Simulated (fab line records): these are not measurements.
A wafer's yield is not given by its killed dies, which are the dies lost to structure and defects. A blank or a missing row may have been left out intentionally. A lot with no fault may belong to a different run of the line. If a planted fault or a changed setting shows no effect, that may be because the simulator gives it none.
Chamber matching ; flow nandHarc ; 4 sister chambers for NHARC_A_STAIRCASE_DESCUM_312 on rieDiel-10
The step chemistry O2, time 3 s. 14 wafers are shown with their chamber, then 7 later ones without.

== WAFERS, EACH WITH ITS CHAMBER ==
wafer;chamber;drypumpMotorCurrentA (A);oesProductAu (a.u.);throttleValvePct (%)
L074.3;1;5.7;1.020;11.313
L074.4;0;5.4;1.016;11.317
L074.5;1;5.8;1.026;11.312
L075.3;1;5.8;1.021;11.319
L075.4;0;5.5;1.008;11.315
L075.6;1;5.8;1.029;11.316
L076.1;1;5.7;1.031;11.309
L076.2;2;5.4;1.017;11.303
L076.5;1;5.7;1.038;11.312
L077.2;2;5.4;1.006;11.311
L077.3;0;5.5;1.006;11.310
L077.4;0;5.4;0.998;11.306
L083.3;3;5.9;0.996;11.302
L083.4;3;6.0;0.992;11.306

SIGNATURES, as means of the wafers listed above
reading;chamber 0;chamber 1;chamber 2;chamber 3;scatter within a chamber
drypumpMotorCurrentA;5.450;5.750;5.400;5.950;0.0548
oesProductAu;1.00700;1.02750;1.01150;0.99400;0.00677
throttleValvePct;11.31200;11.31350;11.30700;11.30400;0.00419
Rule: for a wafer and a chamber, the distance is found by dividing, reading by reading, the gap between the wafer's reading and the chamber's mean by the reading's scatter, squaring, summing and taking the root. The wafer belongs to the nearest chamber; if the next one is less than 2 further off, it can't be placed. How the scatter is found: for the shown wafers, subtract from each reading the mean of its chamber, square and add these, divide the total by (wafers less chambers), then take the root.

== WAFERS MISSING THEIR CHAMBER ==
wafer;drypumpMotorCurrentA (A);oesProductAu (a.u.);throttleValvePct (%)
L083.6;5.5;0.991;11.308
L087.1;5.7;1.029;11.313
L087.4;5.4;1.018;11.302
L087.5;5.4;1.007;11.315
L092.2;5.9;0.990;11.328
L092.5;5.7;1.011;11.295
L092.6;5.4;1.011;11.302

== CHAMBER TAKEN BY EACH ==
wafer;from the rows above;in truth
L083.6;can't be placed: 0 or 2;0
L087.1;1;1
L087.4;can't be placed: 2 or 0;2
L087.5;can't be placed: 0 or 2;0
L092.2;can't be placed: 3 or 1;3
L092.5;can't be placed: 1 or 3 or 0 or 2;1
L092.6;can't be placed: 2 or 0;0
Correctly placed: 1 of 7. Can't be placed from these rows: 6 (the true chamber is among the candidates in 6). 0 placed wrongly.
